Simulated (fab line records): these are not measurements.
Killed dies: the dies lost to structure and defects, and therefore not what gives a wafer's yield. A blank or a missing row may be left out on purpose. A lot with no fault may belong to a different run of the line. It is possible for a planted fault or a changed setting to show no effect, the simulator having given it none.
Problem report, 8D (eight disciplines) form, completed by code ; flow n5Finfet ; the parts of the form that need people (team, actions taken, sign-off) are left out
Where a reading is given only as a bound, like >300, the bound stands for it, and a mean or a difference that rests on one is marked > or <: the true number lies beyond.

== 1. THE PROBLEM ==
rawDefectCount at N5_BEOL_M15_INSPECT_30 reads a mean of >300 on 6 wafers of 2 lots; wafers without a fault read 1.9 with a standard deviation of 1.3. So: +99 or more standard deviations from the usual mean.
The step: inspects for defects (macro).
First seen on wafer L107.1, day 17 03:08, on defectInspect-01. The record holds 30 wafers of 10 lots with a number at this step. By rule, "out" or "out of limits" means more than 4 standard deviations away from the usual mean. Any other wafer with a number is counted as sound.

== 2. WHAT IT IS, AND WHAT IT ISN'T ==
question;is;is not
which readings at this step;rawDefectCount;-
which lots;L107, L108;L100, L110, L987, L990, L992, L994, L996, L997
which wafers of those lots;all that have a number;-
read on which gauges;defectInspect-01, defectInspect-02;-
when;from day 17 03:08;"up to then (21 sound wafers); but 3 sound wafers of L110 came after"

== 3. THE SUSPECTS, EACH WITH WHAT RULES IT OUT ==
Counting: any tool at a process step up to the reading is kept as a suspect provided that every lot that is out went through it and no sound lot did after the first of them.
- the gauge at N5_BEOL_M15_INSPECT_30 has been ruled out. Those wafers that are out were read across 2 gauges (defectInspect-01, defectInspect-02).
- rieDiel-06 at N5_BEOL_M15_ETCH_59 (etches BARC in N2/H2, target depth 89 nm, overetch 26.7 nm, time 67.9 s): ruled out as a lasting fault. Following L107 (day 17 01:24), the first lot on it that is out, the sound lots L110 were run on it.
- wetBench-01 at N5_BEOL_M15_STRIP_65 (strips in post etch residue remover, time 60 s): kept. Every lot that is out went through it, starting with L107 (day 17 01:48), and after that it ran no sound lot; the last sound lot it ran before then is L997 (day 13 15:16).
After counting, what remains is wetBench-01 at N5_BEOL_M15_STRIP_65.

== 4. THE CAUSE (what the simulator had put in) ==
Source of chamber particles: wetBench-01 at N5_BEOL_M15_STRIP_65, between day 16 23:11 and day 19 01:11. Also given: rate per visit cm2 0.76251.
This tool alone remained once counting was done.

== 5. THE EFFECT CHAIN, in route order ==
Each row: a reading whose mean over the struck wafers that have a number lies more than 3 standard deviations from the usual. Only readings whose record carries a usual standard deviation are examined. hours: median over the lots of the time between each lot's start at the first step of this table that gives one and its start at this step. sigmas: the change, counted in usual standard deviations.
hours;step;reading;usual;on struck wafers;change;sigmas
0;N5_BEOL_M15_INSPECT_30;rawDefectCount;1.9;>300;>+298;+99 or more
22;N5_PASSIVATION_PROBE_49;defectLimitedYield;91.1 %;82.5;-8.6;-6.1
22;N5_PASSIVATION_PROBE_49;killed_at_M4_up;14;107;+93;+16
22;N5_PASSIVATION_PROBE_49;killedDies;105;206;+101;+6.0
22;N5_PASSIVATION_PROBE_49;sort_bin_5_function;5.3 %;11.2;+5.9;+6.2
22;N5_PASSIVATION_PROBE_49;sortNPass;1075;974;-101;-6.0
22;N5_PASSIVATION_PROBE_49;sortYieldPct;91.1 %;82.5;-8.6;-6.1
The process steps in it:
- N5_PASSIVATION_PROBE_49

== 6. WHAT WOULD HAVE CAUGHT IT SOONER ==
4 hours passed between the start of the fault at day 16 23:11 and the first reading out of limits at a measuring or inspecting step in this record, taken at day 17 03:08.
Among the 2 lots that are out, L108 began N5_BEOL_M15_STRIP_65 on wetBench-01 after day 17 03:08. Holding the tool at that time would have saved it.
